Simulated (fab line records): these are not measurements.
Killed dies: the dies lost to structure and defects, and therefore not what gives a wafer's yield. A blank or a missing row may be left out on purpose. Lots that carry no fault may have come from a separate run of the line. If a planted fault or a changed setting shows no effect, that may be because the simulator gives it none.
Matching of chambers    flow n5_finfet    N5_BEOL_M7_ETCH_65 on rie_diel-06: 4 sister chambers
The step etches SiARC in CF4, target depth 15.6 nm, time 26 s. 18 wafers are shown with their chamber, then 9 later ones without.

## WAFERS PAIRED WITH THEIR CHAMBERS
wafer   chamber  drypump_motor_current_A (A)  showerhead_plenum_p_Torr (Torr)  oes_product_au (a.u.)
L074.4  0        5.8                          2.10                             0.82
L074.5  3        5.9                          2.09                             0.73
L074.6  0        5.8                          2.10                             0.82
L077.1  0        5.8                          2.10                             0.81
L077.2  2        5.7                          2.11                             0.59
L077.5  3        5.9                          2.08                             0.72
L078.1  1        6.7                          2.25                             0.73
L078.3  0        5.8                          2.09                             0.79
L078.5  1        6.7                          2.25                             0.74
L082.2  1        6.6                          2.25                             0.72
L082.3  0        5.8                          2.09                             0.77
L082.6  3        5.9                          2.08                             0.71
L084.4  1        6.6                          2.25                             0.72
L084.5  0        5.8                          2.09                             0.77
L084.6  1        6.6                          2.25                             0.72
L086.1  2        5.7                          2.10                             0.58
L086.2  3        5.9                          2.08                             0.70
L086.6  2        5.7                          2.10                             0.58

SIGNATURES, as means of the wafers listed above
reading                   chamber 0  chamber 1  chamber 2  chamber 3  scatter within a chamber
drypump_motor_current_A   5.800      6.640      5.700      5.900      0.0293
showerhead_plenum_p_Torr  2.0950     2.2500     2.1033     2.0825     0.00456
oes_product_au            0.7967     0.7260     0.5833     0.7150     0.0161
Rule: distance of a wafer from a chamber = root of the sum over the readings of ((wafer's reading minus chamber's mean) / reading's scatter) squared. If the next closest chamber is less than 2 further off than the closest, the wafer can't be placed; otherwise it belongs to the closest. The scatter is the square root of a quotient: the sum, over the shown wafers, of each reading's squared deviation from its chamber's mean, divided by wafers minus chambers.

## WAFERS MISSING THEIR CHAMBER
wafer   drypump_motor_current_A (A)  showerhead_plenum_p_Torr (Torr)  oes_product_au (a.u.)
L091.1  6.6                          2.25                             0.71
L091.2  5.7                          2.10                             0.57
L091.6  5.7                          2.10                             0.57
L093.3  5.9                          2.07                             0.68
L093.4  5.8                          2.08                             0.75
L093.6  5.9                          2.07                             0.68
L097.2  5.9                          2.07                             0.68
L097.3  6.6                          2.24                             0.70
L097.6  5.9                          2.07                             0.69

## EACH ONE'S CHAMBER
wafer   from the rows above      in truth
L091.1  1                        1
L091.2  2                        2
L091.6  2                        2
L093.3  3                        3
L093.4  can't be placed: 3 or 0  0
L093.6  3                        3
L097.2  3                        3
L097.3  1                        1
L097.6  3                        3
Placed correctly: 8 of 9. Cannot be placed on the basis of these rows: 1; the candidates contain the true chamber in 1. Number placed wrongly: 0.
